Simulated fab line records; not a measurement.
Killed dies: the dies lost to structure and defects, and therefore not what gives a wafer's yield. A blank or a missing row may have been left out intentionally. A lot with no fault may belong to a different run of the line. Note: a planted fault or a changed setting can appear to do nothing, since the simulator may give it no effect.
fab line records	flow nand_harc
record lots=12	wafers=36	last_day=25
route steps=1159 shown THIN_TSV@1107 END@1159
lots that met no fault: from a run of the same line without faults
start_h: the number of hours between the record's first day and the start of the first shown wafer of the lot	wait_h: hours from the lot's prior step to this one	" repeats the value in the row above	L1.1+2: one row covering several wafers at once	- either no value or no given start	* or withheld: withheld	< > ~ a bound
route shown NAME@n: a module of which the file shows steps, and the number in the route of the first	usual: mean/standard deviation of fault-free wafers	same: alike in all rows	chamber/n: place in a boat	sites: each site's reading	_std_site: standard deviation of those values	_edge_site: outer sites' mean less inner sites'	radius_mm: for every site, how far away it sits from the centre of the wafer	mask NAME#n: copy n	behind: tool/chamber where the wafer was last shaped	hold: reason for holding the lot/hours on hold/outcome of the hold	device: which transistor (n, p or np) failed to switch	end of line: at the end of the route, the tests of the same wafers	a step with no rows: only its recipe	killed: dies lost to structure and defects at the first sort, not the wafer's yield	map: the dies of a wafer, with x for killed, . for not killed, _ for no die there
set.NAME: the setting the step ran with; set.NAME@STEP: the setting that earlier step ran with	model.NAME: the simulator's own value behind a step, which no gauge read
steps of the route over a sample of lots; a table a step, a row a wafer
services: the hour from which a tool's chamber was out of use, counted from the record's first day as start_h (under 0 if before that day), plus the number of hours and why
## steps
# step NHARC_THIN_TSV_DEP_43
# recipe target_thk_a=13285	temp_c=withheld	pressure_torr=6.5	rf_w=900	teos_flow_sccm=161.4	flow_sccm=2650	target_thk_nm=1328.5	gas=O2	material=SiO2
# usual chamber_pressure_Torr=6.498/0.015	flow_sccm=2649/8.4	showerhead_vpp_V=1859/56	throttle_valve_pct=16.3/0.5
lot.wafer	tool	chamber	start_h	wait_h	chamber_pressure_Torr	flow_sccm	showerhead_vpp_V	throttle_valve_pct
L176.1	pecvd-04	1	430.75	-	6.515	2642	1907	16.9
L176.3	"	0	"	"	6.504	2652	1859	16.0
L176.4	"	2	"	"	6.496	2646	1800	16.5
L178.1	pecvd-02	2	431.98	-	6.486	2647	1906	15.9
L178.3	"	0	"	"	6.496	2660	1920	15.9
L178.5	"	2	"	"	6.513	2639	1920	16.0
L177.3	pecvd-02	1	435.80	-	6.522	2647	1850	16.1
L177.1	"	0	"	"	6.531	2645	1939	15.7
L177.6	"	1	"	"	6.498	2646	1827	15.6
L181.2	pecvd-02	1	453.46	-	6.509	2647	1849	15.9
L181.6	"	2	"	"	6.515	2651	1907	16.3
L181.5	"	0	"	"	6.479	2658	1956	16.1
L185.1	pecvd-01	1	486.10	-	6.463	2658	1815	15.6
L185.5	"	1	"	"	6.479	2663	1766	16.0
L185.6	"	2	"	"	6.503	2653	1845	16.4
L190.3	pecvd-04	1	528.42	-	6.482	2646	1901	17.4
L190.4	"	1	"	"	6.521	2646	1860	17.2
L190.5	"	0	"	"	6.468	2644	1839	16.2
L189.2	pecvd-04	0	529.69	-	6.495	2653	1858	15.8
L189.6	"	1	"	"	6.505	2646	1864	16.9
L189.5	"	2	"	"	6.509	2654	1804	16.7
L192.2	pecvd-02	2	539.60	-	6.499	2656	1907	16.0
L192.3	"	0	"	"	6.525	2664	1977	15.7
L192.4	"	2	"	"	6.479	2653	1930	15.8
L196.2	pecvd-01	2	557.73	-	6.511	2639	1820	16.3
L196.4	"	2	"	"	6.502	2650	1846	16.3
L196.6	"	2	"	"	6.509	2652	1859	16.2
L197.1	pecvd-02	1	559.15	-	6.492	2643	1849	15.8
L197.3	"	2	"	"	6.471	2640	1883	15.7
L197.5	"	2	"	"	6.499	2636	1920	16.0
L194.2	pecvd-02	1	564.17	-	6.510	2645	1846	15.8
L194.5	"	0	"	"	6.501	2639	1969	15.3
L194.4	"	1	"	"	6.513	2655	1850	15.7
L198.2	pecvd-01	1	565.17	-	6.488	2652	1779	15.9
L198.4	"	2	"	"	6.505	2659	1856	16.2
L198.3	"	1	"	"	6.496	2645	1781	16.1
# step NHARC_THIN_TSV_STRIP_45
# recipe power_w=1500	temp_c=250	chemistry=O2
# usual drypump_motor_current_A=5.7/0.4	heater_power_w=306/40
lot.wafer	tool	chamber	start_h	wait_h	drypump_motor_current_A	heater_power_w	rf_hours_counter_h
L176.1	plasma_asher-01	0	432.65	0.1	5.6	243	53
L176.3	"	0	"	"	5.6	240	-
L176.4	"	1	"	"	5.3	292	-
L178.1	plasma_asher-01	0	433.70	0.1	5.6	245	53
L178.3	"	1	"	"	5.3	286	-
L178.5	"	1	"	"	5.3	293	-
L177.1	plasma_asher-02	1	437.68	0.2	5.4	317	24
L177.3	"	0	"	"	6.4	371	-
L177.6	"	1	"	"	5.5	315	-
L181.2	plasma_asher-02	1	455.38	0.1	5.4	311	29
L181.6	"	0	"	"	6.4	374	-
L181.5	"	1	"	"	5.4	310	-
L185.1	plasma_asher-02	0	488.15	0.1	6.4	375	40
L185.6	"	1	"	"	5.4	322	-
L185.5	"	0	"	"	6.4	376	-
L190.4	plasma_asher-01	0	530.27	0.2	5.6	273	-
L190.3	"	1	"	"	5.3	286	-
L190.5	"	0	"	"	5.6	270	-
L189.2	plasma_asher-02	1	531.35	0.1	5.4	316	53
L189.6	"	1	"	"	5.4	319	-
L189.5	"	0	"	"	6.4	368	-
L192.2	plasma_asher-01	1	541.68	0.1	5.3	282	25
L192.4	"	0	"	"	5.6	274	-
L192.3	"	1	"	"	5.3	284	-
L196.2	plasma_asher-02	0	559.62	0.1	6.4	355	5
L196.4	"	0	"	"	6.4	380	-
L196.6	"	0	"	"	6.4	375	-
L197.1	plasma_asher-01	1	561.15	0.1	5.3	286	34
L197.3	"	0	"	"	5.6	276	-
L197.5	"	0	"	"	5.6	269	-
L194.2	plasma_asher-02	0	566.02	0.1	6.4	375	7
L194.4	"	0	"	"	6.4	367	-
L194.5	"	1	"	"	5.4	308	-
L198.2	plasma_asher-02	1	567.03	0.1	5.4	309	8
L198.4	"	1	"	"	5.5	316	-
L198.3	"	0	"	"	6.4	371	-
# step NHARC_THIN_TSV_ETCHBACK_48
# recipe target_depth_a=10285	over_etch_frac=0.3	time_s=405.17	ion_energy_ev=250	c4f8_flow_sccm=withheld	ar_flow_sccm=withheld	rf_w=600	bias_w=300	chemistry=C4F8/Ar
# usual chamber_pressure_mTorr=25.000/0.022	oes_product_au=0.943/0.03	rf_vpp_V=546/4.1
lot.wafer	tool	chamber	start_h	wait_h	chamber_pressure_mTorr	oes_product_au	rf_hours_counter_h	rf_vpp_V
L176.3	rie_diel-03	3	433.88	-	25.034	1.022	6	542
L176.4	"	0	"	"	25.004	1.041	6	547
L176.1	"	1	"	"	24.998	1.012	6	541
L178.3	rie_diel-03	3	434.91	-	24.990	0.934	6	541
L178.1	"	1	"	"	25.026	0.916	6	542
L178.5	"	0	"	"	24.968	0.942	-	548
L177.1	rie_diel-03	2	438.94	-	25.006	0.915	6	547
L177.3	"	3	"	"	24.987	0.927	6	540
L177.6	"	2	"	"	25.022	0.907	-	548
L181.2	rie_diel-06	2	456.61	-	25.011	0.920	2	551
L181.6	"	0	"	"	24.992	0.929	-	550
L181.5	"	1	"	"	24.995	0.924	-	542
L185.1	rie_diel-03	0	489.37	-	24.980	0.949	11	548
L185.6	"	2	"	"	25.026	0.926	-	546
L185.5	"	3	"	"	25.009	0.918	-	543
L190.4	rie_diel-06	1	531.50	-	25.026	0.933	6	541
L190.3	"	2	"	"	24.978	0.928	7	553
L190.5	"	0	"	"	24.992	0.916	-	550
L189.2	rie_diel-06	2	532.66	-	25.010	0.928	8	552
L189.6	"	3	"	"	25.008	0.922	-	553
L189.5	"	0	"	"	25.011	0.919	-	549
L192.2	rie_diel-06	0	542.88	-	24.999	0.983	8	550
L192.3	"	1	"	"	25.001	1.001	6	543
L192.4	"	2	"	"	25.001	1.002	8	554
L196.2	rie_diel-03	0	560.99	0.5	25.015	0.948	19	547
L196.4	"	1	"	"	25.004	0.929	19	541
L196.6	"	0	"	"	24.976	0.953	-	547
L197.3	rie_diel-03	0	562.51	0.4	25.034	0.944	19	546
L197.1	"	1	"	"	24.985	0.923	20	542
L197.5	"	3	"	"	24.978	0.910	-	542
L194.4	rie_diel-03	1	567.49	-	24.947	0.932	20	542
L194.2	"	2	"	"	25.017	0.924	19	548
L194.5	"	3	"	"	24.978	0.928	-	541
L198.3	rie_diel-06	3	568.76	0.3	25.034	0.913	11	552
L198.4	"	1	"	"	24.993	0.925	8	541
L198.2	"	2	"	"	24.999	0.937	9	551
# step NHARC_THIN_TSV_PVD_51
# recipe target_thk_a=1000	chamber_pressure_pa=5	material=Cu
# usual chamber_pressure_pa=4.999/0.0093	throttle_valve_pct=30.3/1.1
lot.wafer	tool	chamber	start_h	wait_h	chamber_pressure_pa	throttle_valve_pct
L176.1	pvd_sputter-03	-	434.66	-	4.992	30.9
L176.4	"	-	"	"	5.000	30.2
L176.3	"	-	"	"	4.980	30.7
L178.3	pvd_sputter-02	-	435.81	-	4.991	29.4
L178.1	"	-	"	"	4.999	30.2
L178.5	"	-	"	"	4.988	29.6
L177.3	pvd_sputter-02	-	439.71	-	4.998	28.6
L177.1	"	-	"	"	4.997	29.5
L177.6	"	-	"	"	5.008	31.8
L181.2	pvd_sputter-02	-	457.34	-	5.009	31.8
L181.6	"	-	"	"	5.005	32.0
L181.5	"	-	"	"	5.001	29.9
L185.1	pvd_sputter-03	-	490.12	-	5.003	31.0
L185.5	"	-	"	"	4.991	30.6
L185.6	"	-	"	"	4.992	29.9
L190.3	pvd_sputter-02	-	532.27	-	-	-
L190.4	"	-	"	"	-	-
L190.5	"	-	"	"	-	-
L189.2	pvd_sputter-01	-	533.36	-	-	-
L189.5	"	-	"	"	-	-
L189.6	"	-	"	"	-	-
L192.3	pvd_sputter-01	-	543.87	-	-	-
L192.2	"	-	"	"	-	-
L192.4	"	-	"	"	-	-
L196.4	pvd_sputter-02	-	561.79	-	5.011	29.9
L196.2	"	-	"	"	4.996	28.2
L196.6	"	-	"	"	4.996	28.2
L197.3	pvd_sputter-03	-	563.24	-	5.009	30.8
L197.1	"	-	"	"	4.994	31.6
L197.5	"	-	"	"	5.015	31.0
L194.4	pvd_sputter-03	-	568.23	-	5.009	30.2
L194.2	"	-	"	"	4.998	31.6
L194.5	"	-	"	"	4.992	31.5
L198.4	pvd_sputter-03	-	569.57	-	4.993	30.9
L198.3	"	-	"	"	5.006	30.1
L198.2	"	-	"	"	4.996	31.5
# step NHARC_END_SORT_01
# recipe temp_c=25
# usual defect_limited_yield=95.4/1.8	killed_at_array=28/11	killed_at_other=0.7/0.88	killed_at_periphery=3.1/2.2	killed_dies=31/12	killed_open=3.3/2	killed_short=2.0/1.6	sort_bin_2_pct=1.5/0.73	sort_bin_3_pct=0.27/0.22	sort_bin_4_pct=2.9/1.1	sort_n_pass=646/12	sort_rim_yield_pct=93/3.9	sort_yield_pct=95.4/1.8
# same gross_dies=677	sort_bin_5_pct[%]=0	sort_bin_6_pct[%]=0	sort_bin_7_pct[%]=0	sort_bin_8_pct[%]=0	sort_rim_n_gross=106.00
lot.wafer	tool	chamber	start_h	wait_h	defect_limited_yield[%]	killed_at_array	killed_at_other	killed_at_periphery	killed_dies	killed_open	killed_short	sort_bin_2_pct[%]	sort_bin_3_pct[%]	sort_bin_4_pct[%]	sort_n_pass	sort_rim_yield_pct[%]	sort_yield_pct[%]
L176.1	prober-01	0	451.41	2.5	95.9	23	1	4	28	3	1	0.7	0.15	3.2	649	96	95.9
L176.3	prober-01	0	453.01	3.1	95.6	24	2	4	30	4	4	1.6	0.44	2.4	647	92	95.6
L176.4	prober-01	0	453.81	3.4	96.2	19	1	6	26	0	1	1.3	0.15	2.4	651	94	96.2
L178.1	prober-02	0	459.15	2.5	98.1	12	0	1	13	1	0	0.1	0.15	1.6	664	97	98.1
L178.3	prober-02	0	460.77	3.1	97.0	16	0	4	20	4	1	0.7	0	2.2	657	96	97.0
L178.5	prober-02	0	462.40	3.8	95.7	26	0	3	29	4	6	1.3	0.44	2.5	648	95	95.7
L177.1	prober-01	0	459.20	2.5	95.9	22	0	6	28	3	3	1.8	0.15	2.2	649	93	95.9
L177.3	prober-01	0	460.77	3.1	96.8	19	0	3	22	0	1	1.3	0.15	1.8	655	94	96.8
L177.6	prober-01	0	463.14	3.9	96.6	21	1	1	23	1	1	1.6	0.30	1.5	654	93	96.6
L181.2	prober-01	0	475.47	2.8	96.9	16	2	3	21	7	1	1.2	0	1.9	656	92	96.9
L181.5	prober-01	0	477.91	3.8	96.9	20	0	1	21	2	1	1.0	0	2.1	656	95	96.9
L181.6	prober-01	0	478.72	4.1	97.0	15	1	4	20	5	0	1.0	0.30	1.6	657	95	97.0
L185.1	prober-02	0	506.44	2.5	93.1	44	1	2	47	5	1	1.8	0.59	4.6	630	90	93.1
L185.5	prober-02	0	509.70	3.8	94.8	33	1	1	35	1	1	1.6	0.44	3.1	642	93	94.8
L185.6	prober-02	0	510.52	4.1	93.8	40	0	2	42	3	0	2.7	0.30	3.2	635	89	93.8
L189.2	prober-01	0	544.93	2.8	0	33	644	0	677	1	3	96.9	0	3.1	0	0	0
L189.5	prober-01	0	547.33	3.7	0	23	652	2	677	4	2	97.6	0.30	2.1	0	0	0
L189.6	prober-01	0	548.14	4.0	0	30	643	4	677	2	2	96.3	0.44	3.2	0	0	0
L190.3	prober-02	0	545.68	3.1	0	13	662	2	677	2	2	98.5	0.15	1.3	0	0	0
L190.4	prober-02	0	546.47	3.4	0	18	656	3	677	2	3	97.5	0.30	2.2	0	0	0
L190.5	prober-02	0	547.26	3.7	0	11	663	3	677	1	1	98.5	0.30	1.2	0	0	0
L192.2	prober-02	0	557.72	2.8	0	43	632	2	677	4	2	95.4	0.30	4.3	0	0	0
L192.3	prober-02	0	558.51	3.1	0	37	640	0	677	4	2	96.5	0.30	3.2	0	0	0
L192.4	prober-02	0	559.31	3.4	0	44	631	2	677	2	1	96.6	0	3.4	0	0	0
L197.1	prober-01	0	577.98	2.5	93.9	34	0	7	41	3	3	2.1	0.59	3.4	636	93	93.9
L197.3	prober-01	0	579.57	3.1	92.9	38	0	10	48	6	1	2.7	0	4.4	629	93	92.9
L197.5	prober-01	0	581.17	3.7	93.6	37	0	6	43	6	2	1.6	0.59	4.1	634	95	93.6
L196.2	prober-02	0	586.37	2.8	92.3	43	0	9	52	2	1	1.8	0.44	5.5	625	86	92.3
L196.4	prober-02	0	587.97	3.4	92.8	42	0	7	49	8	2	2.4	0.44	4.4	628	83	92.8
L196.6	prober-02	0	589.56	4.0	93.8	39	0	3	42	8	1	2.1	0.30	3.8	635	82	93.8
L194.2	prober-01	0	586.52	2.8	96.2	24	0	2	26	1	4	2.2	0.30	1.3	651	93	96.2
L194.4	prober-01	0	588.14	3.4	95.4	30	0	1	31	5	1	1.3	0.59	2.7	646	91	95.4
L194.5	prober-01	0	588.96	3.7	94.7	30	0	6	36	9	0	1.8	0.44	3.1	641	90	94.7
L198.2	prober-02	0	594.16	2.8	95.0	32	0	2	34	1	1	1.5	0.30	3.2	643	93	95.0
L198.3	prober-02	0	594.96	3.1	94.4	36	1	1	38	2	2	1.8	0.44	3.4	639	94	94.4
L198.4	prober-02	0	595.76	3.4	95.3	30	0	2	32	1	1	1.5	0	3.2	645	96	95.3
# killed by level:class
L176.1 A_CHANNEL_HOLE_D1:chamber_film_flake=7 A_SLIT:chamber_film_flake=7 A_CONTACT:chamber_film_flake=4 P_ZERO_WELL:chamber_film_flake=2 A_ONON_D1:geometric_particle:open=1 A_CHANNEL_FILL_D1:geometric_particle:open=1 A_WL_FILL:geometric_particle:short=1 A_CONTACT:geometric_particle:open=1
L176.3 A_CHANNEL_HOLE_D1:chamber_film_flake=12 A_SLIT:chamber_film_flake=3 A_CONTACT:chamber_film_flake=3 P_M0:geometric_particle:open=2 P_M1:geometric_particle:open=1 A_ONON_D1:geometric_particle:open=1 A_ONON_D1:geometric_particle:short=1 A_CHANNEL_FILL_D1:geometric_particle:short=1
L176.4 A_CHANNEL_HOLE_D1:chamber_film_flake=9 A_SLIT:chamber_film_flake=8 P_ZERO_WELL:chamber_film_flake=3 P_GATE:geometric_particle:short=1 P_GATE:chamber_film_flake=1 P_M1:chamber_film_flake=1 A_CHANNEL_FILL_D1:chamber_film_flake=1 A_CONTACT:chamber_film_flake=1
L178.1 A_SLIT:chamber_film_flake=5 A_WL_FILL:chamber_film_flake=3 A_CONTACT:geometric_particle:open=1 P_GATE:chamber_film_flake=1 A_ZERO_WELL:chamber_film_flake=1 A_CHANNEL_HOLE_D1:chamber_film_flake=1 A_BLC:chamber_film_flake=1
L177.1 A_CHANNEL_HOLE_D1:chamber_film_flake=10 A_WL_FILL:geometric_particle:open=2 P_STI:chamber_film_flake=2 P_GATE:chamber_film_flake=2 A_WL_FILL:chamber_film_flake=2 A_CONTACT:chamber_film_flake=2 A_CHANNEL_FILL_D1:geometric_particle:short=1 A_WL_FILL:geometric_particle:short=1
L177.3 A_CHANNEL_HOLE_D1:chamber_film_flake=14 P_ZERO_WELL:chamber_film_flake=3 A_CONTACT:chamber_film_flake=3 A_CHANNEL_FILL_D1:geometric_particle:short=1 A_BLC:chamber_film_flake=1
L178.3 A_SLIT:chamber_film_flake=6 A_CHANNEL_HOLE_D1:chamber_film_flake=3 A_BLC:chamber_film_flake=3 P_GATE:geometric_particle:open=1 P_CONTACT:geometric_particle:open=1 A_WL_FILL:geometric_particle:open=1 A_M0:geometric_particle:short=1 A_M1:geometric_particle:open=1
L178.5 A_SLIT:chamber_film_flake=6 A_CHANNEL_HOLE_D1:chamber_film_flake=4 A_WL_FILL:chamber_film_flake=3 A_CONTACT:chamber_film_flake=3 A_CHANNEL_FILL_D1:geometric_particle:short=2 P_BONDPAD:chamber_film_flake=2 A_CHANNEL_HOLE_D1:geometric_particle:short=1 A_CHANNEL_HOLE_D1:geometric_particle:open=1
L177.6 A_CHANNEL_HOLE_D1:chamber_film_flake=9 A_CONTACT:chamber_film_flake=4 A_WL_FILL:chamber_film_flake=2 A_SOURCE_PLATE:geometric_particle:open=1 A_ONON_D1:geometric_particle:short=1 P_STI:chamber_film_flake=1 A_CHANNEL_FILL_D1:chamber_film_flake=1 A_STAIRCASE:chamber_film_flake=1
L181.2 A_CHANNEL_HOLE_D1:chamber_film_flake=11 P_CONTACT:geometric_particle:open=2 A_ONON_D1:geometric_particle:open=1 A_CHANNEL_FILL_D1:geometric_particle:open=1 A_WL_FILL:geometric_particle:open=1 A_CONTACT:geometric_particle:open=1 P_GATE:chamber_film_flake=1 STARTING-WAFER:geometric_particle:open=1
L181.5 A_CHANNEL_HOLE_D1:chamber_film_flake=14 A_CONTACT:chamber_film_flake=3 P_M0:geometric_particle:open=1 A_CONTACT:geometric_particle:open=1 A_M1:geometric_particle:short=1 A_STAIRCASE:chamber_film_flake=1
L181.6 A_CHANNEL_HOLE_D1:chamber_film_flake=11 P_GATE:geometric_particle:open=1 P_CONTACT:geometric_particle:open=1 P_M0:geometric_particle:open=1 A_CONTACT:geometric_particle:open=1 A_M1:geometric_particle:open=1 P_GATE:chamber_film_flake=1 A_STAIRCASE:chamber_film_flake=1
L185.1 A_CHANNEL_HOLE_D1:chamber_film_flake=16 A_SLIT:chamber_film_flake=13 A_CONTACT:chamber_film_flake=4 A_WL_FILL:geometric_particle:open=3 A_STAIRCASE:chamber_film_flake=2 A_M1:chamber_film_flake=2 A_WL_FILL:chamber_film_flake=2 P_GATE:geometric_particle:open=1
L185.5 A_CHANNEL_HOLE_D1:chamber_film_flake=13 A_SLIT:chamber_film_flake=8 A_STAIRCASE:chamber_film_flake=5 A_CHANNEL_FILL_D1:chamber_film_flake=2 A_WL_FILL:chamber_film_flake=2 A_BLC:geometric_particle:short=1 A_BONDPAD:geometric_particle:open=1 P_GATE:chamber_film_flake=1
L185.6 A_SLIT:chamber_film_flake=15 A_CHANNEL_HOLE_D1:chamber_film_flake=14 A_STAIRCASE:chamber_film_flake=5 A_CONTACT:chamber_film_flake=2 A_M1:chamber_film_flake=2 P_M0:geometric_particle:open=1 A_SOURCE_PLATE:geometric_particle:open=1 A_WL_FILL:geometric_particle:open=1
L189.2 THIN_TSV:area_pvd=643 A_CHANNEL_HOLE_D1:chamber_film_flake=23 A_STAIRCASE:chamber_film_flake=3 A_ONON_D1:geometric_particle:short=1 A_WL_FILL:geometric_particle:short=1 A_CONTACT:geometric_particle:open=1 A_M0:geometric_particle:short=1 A_ZERO_WELL:chamber_film_flake=1
L190.3 THIN_TSV:area_pvd=662 A_CHANNEL_HOLE_D1:chamber_film_flake=4 A_CONTACT:geometric_particle:short=2 P_ZERO_WELL:chamber_film_flake=2 A_STAIRCASE:chamber_film_flake=2 A_CONTACT:chamber_film_flake=2 A_ONON_D1:geometric_particle:open=1 A_M0:geometric_particle:open=1
L190.4 THIN_TSV:area_pvd=656 A_CHANNEL_HOLE_D1:chamber_film_flake=6 A_ZERO_WELL:chamber_film_flake=4 A_STAIRCASE:chamber_film_flake=4 P_M0:geometric_particle:short=1 A_ONON_D1:geometric_particle:short=1 A_WL_FILL:geometric_particle:short=1 A_CONTACT:geometric_particle:open=1
L190.5 THIN_TSV:area_pvd=663 A_CONTACT:chamber_film_flake=5 A_CHANNEL_HOLE_D1:chamber_film_flake=2 P_M0:geometric_particle:open=1 A_M0:geometric_particle:short=1 P_ZERO_WELL:chamber_film_flake=1 P_M0:chamber_film_flake=1 A_ZERO_WELL:chamber_film_flake=1
L189.5 THIN_TSV:area_pvd=649 A_CHANNEL_HOLE_D1:chamber_film_flake=11 A_CONTACT:chamber_film_flake=4 THIN_TSV:chamber_film_flake=3 A_STAIRCASE:chamber_film_flake=2 P_CONTACT:geometric_particle:open=1 A_SOURCE_PLATE:geometric_particle:open=1 A_ONON_D1:geometric_particle:short=1
L189.6 THIN_TSV:area_pvd=643 A_CHANNEL_HOLE_D1:chamber_film_flake=17 A_CONTACT:chamber_film_flake=8 P_M0:chamber_film_flake=3 A_STAIRCASE:chamber_film_flake=2 P_CONTACT:geometric_particle:open=1 A_SOURCE_PLATE:geometric_particle:short=1 A_CHANNEL_HOLE_D1:geometric_particle:short=1
L192.2 THIN_TSV:area_pvd=631 A_CHANNEL_HOLE_D1:chamber_film_flake=17 A_SLIT:chamber_film_flake=11 A_CHANNEL_FILL_D1:chamber_film_flake=5 A_CONTACT:chamber_film_flake=4 P_M0:geometric_particle:open=1 A_ONON_D1:geometric_particle:open=1 A_ONON_D1:geometric_particle:short=1
L192.3 THIN_TSV:area_pvd=640 A_CHANNEL_HOLE_D1:chamber_film_flake=15 A_SLIT:chamber_film_flake=8 A_STAIRCASE:chamber_film_flake=5 A_CONTACT:geometric_particle:open=2 A_CONTACT:chamber_film_flake=2 A_SGD_CUT:geometric_particle:open=1 A_WL_FILL:geometric_particle:short=1
L192.4 THIN_TSV:area_pvd=628 A_SLIT:chamber_film_flake=15 A_CHANNEL_HOLE_D1:chamber_film_flake=13 A_CONTACT:chamber_film_flake=5 A_CHANNEL_FILL_D1:chamber_film_flake=4 A_STAIRCASE:chamber_film_flake=3 THIN_TSV:chamber_film_flake=3 A_BONDPAD:chamber_film_flake=2
L197.1 A_SLIT:chamber_film_flake=12 A_CHANNEL_HOLE_D1:chamber_film_flake=9 A_CONTACT:chamber_film_flake=7 P_STI:chamber_film_flake=4 A_STAIRCASE:chamber_film_flake=3 P_GATE:geometric_particle:open=2 A_SGD_CUT:geometric_particle:short=2 P_M0:geometric_particle:open=1
L197.3 A_SLIT:chamber_film_flake=14 A_CHANNEL_HOLE_D1:chamber_film_flake=8 A_CONTACT:chamber_film_flake=7 P_STI:chamber_film_flake=4 P_GATE:chamber_film_flake=4 A_WL_FILL:geometric_particle:open=2 A_STAIRCASE:chamber_film_flake=2 P_M1:geometric_particle:open=1
L197.5 A_SLIT:chamber_film_flake=14 A_CHANNEL_HOLE_D1:chamber_film_flake=9 A_CONTACT:chamber_film_flake=6 P_M0:geometric_particle:open=2 P_STI:chamber_film_flake=2 A_STAIRCASE:chamber_film_flake=2 P_CONTACT:geometric_particle:open=1 P_CONTACT:geometric_particle:short=1
L196.2 A_CHANNEL_HOLE_D1:chamber_film_flake=18 A_SLIT:chamber_film_flake=14 A_STAIRCASE:chamber_film_flake=9 P_STI:chamber_film_flake=7 P_CONTACT:geometric_particle:open=1 A_CONTACT:geometric_particle:open=1 A_BLC:geometric_particle:short=1 P_GATE:chamber_film_flake=1
L194.2 A_CHANNEL_HOLE_D1:chamber_film_flake=15 A_CHANNEL_FILL_D1:geometric_particle:short=2 A_STAIRCASE:chamber_film_flake=2 A_CONTACT:chamber_film_flake=2 P_M0:geometric_particle:short=1 P_M1:geometric_particle:short=1 A_CONTACT:geometric_particle:open=1 A_CHANNEL_FILL_D1:chamber_film_flake=1
L196.4 A_CHANNEL_HOLE_D1:chamber_film_flake=21 A_SLIT:chamber_film_flake=8 A_CONTACT:geometric_particle:open=3 P_STI:chamber_film_flake=3 A_CONTACT:chamber_film_flake=3 P_GATE:geometric_particle:open=2 A_CHANNEL_FILL_D1:geometric_particle:open=2 A_STAIRCASE:chamber_film_flake=2
L194.4 A_CHANNEL_HOLE_D1:chamber_film_flake=17 A_CONTACT:chamber_film_flake=4 A_STAIRCASE:chamber_film_flake=2 A_CHANNEL_FILL_D1:geometric_particle:open=1 A_SGD_CUT:geometric_particle:open=1 A_WL_FILL:geometric_particle:short=1 A_CONTACT:geometric_particle:open=1 A_BLC:geometric_particle:open=1
L194.5 A_CHANNEL_HOLE_D1:chamber_film_flake=15 A_CONTACT:chamber_film_flake=5 A_WL_FILL:chamber_film_flake=4 A_CONTACT:geometric_particle:open=3 P_CONTACT:geometric_particle:open=2 A_M0:geometric_particle:open=2 P_CONTACT:chamber_film_flake=2 P_M0:geometric_particle:open=1
L196.6 A_CHANNEL_HOLE_D1:chamber_film_flake=16 A_SLIT:chamber_film_flake=12 A_STAIRCASE:chamber_film_flake=5 A_CHANNEL_FILL_D1:geometric_particle:open=2 A_WL_FILL:geometric_particle:open=2 P_STI:geometric_particle:open=1 P_GATE:geometric_particle:open=1 P_CONTACT:geometric_particle:open=1
L198.2 A_SLIT:chamber_film_flake=13 A_CHANNEL_HOLE_D1:chamber_film_flake=8 A_M0:chamber_film_flake=4 A_CONTACT:chamber_film_flake=3 P_BONDPAD:chamber_film_flake=2 A_CHANNEL_FILL_D1:geometric_particle:open=1 A_WL_FILL:geometric_particle:short=1 A_SGD_CUT:chamber_film_flake=1
L198.3 A_SLIT:chamber_film_flake=20 A_CONTACT:chamber_film_flake=7 A_CONTACT:geometric_particle:open=2 A_M0:chamber_film_flake=2 A_CHANNEL_FILL_D1:geometric_particle:short=1 A_SGD_CUT:geometric_particle:short=1 P_BONDPAD:chamber_film_flake=1 A_CHANNEL_HOLE_D1:chamber_film_flake=1
L198.4 A_SLIT:chamber_film_flake=12 A_CONTACT:chamber_film_flake=4 A_M0:chamber_film_flake=4 A_CHANNEL_HOLE_D1:chamber_film_flake=3 A_WL_FILL:chamber_film_flake=3 A_STAIRCASE:chamber_film_flake=2 P_CONTACT:geometric_particle:open=1 A_CONTACT:geometric_particle:short=1
## services
tool	chamber	start_h	hours	kind
rie_diel-03	2	410.34	6.7	repair
pvd_sputter-02	-	411.50	4.1	repair
pecvd-01	-	418.13	13.0	pm
rie_diel-06	-	418.27	9.0	pm
rie_diel-03	0	425.80	-	clean
rie_diel-03	1	425.80	-	clean
rie_diel-06	2	436.20	4.8	repair
pecvd-01	-	442.43	0.9	repair
plasma_asher-01	-	453.25	9.0	pm
pecvd-02	1	454.70	16.9	repair
pvd_sputter-03	-	458.04	10.0	pm
rie_diel-06	3	464.75	4.4	repair
pvd_sputter-01	-	473.36	1.2	repair
pvd_sputter-03	-	476.42	1.3	repair
pvd_sputter-02	-	481.35	2.7	repair
pvd_sputter-01	-	514.01	10.0	pm
pecvd-02	-	515.02	13.0	pm
pvd_sputter-01	-	527.49	1.4	repair
plasma_asher-02	-	537.00	9.0	pm
pecvd-01	1	541.38	6.5	repair
rie_diel-03	3	550.27	8.3	repair
pecvd-04	-	557.33	13.0	pm
pecvd-01	-	565.70	1.0	repair
rie_diel-03	-	569.30	9.0	pm
## key
first_sign step=NHARC_THIN_TSV_PVD_51	reading=tool_record	direction=missing
effect step=NHARC_END_SORT_01	reading=killed_at_other	direction=up	sigmas=99+	usual=0.7	struck=647
more_kills_born_at NHARC_THIN_TSV_PVD_51@pvd_sputter-01=3834	NHARC_THIN_TSV_PVD_51@pvd_sputter-02=1981
met_at NHARC_THIN_TSV_PVD_51
struck_lots L189,L190,L192
later_rows_left_out L189.2,L189.5,L189.6,L190.3,L190.4,L190.5,L192.2,L192.3,L192.4
not_acting_at NHARC_THIN_TSV_DEP_43,NHARC_THIN_TSV_STRIP_45,NHARC_THIN_TSV_ETCHBACK_48
onset_between 457.34 532.27
fault kind=skipped_step_whole	tool=pvd_sputter-01,pvd_sputter-02	chamber=-	onset_h=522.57	steps=NHARC_THIN_TSV_PVD_51	scope=struck_lots_only
# later_rows_left_out: the simulator's readings of these wafers behind a module that went badly wrong aren't trusted and aren't shown, but for the sort
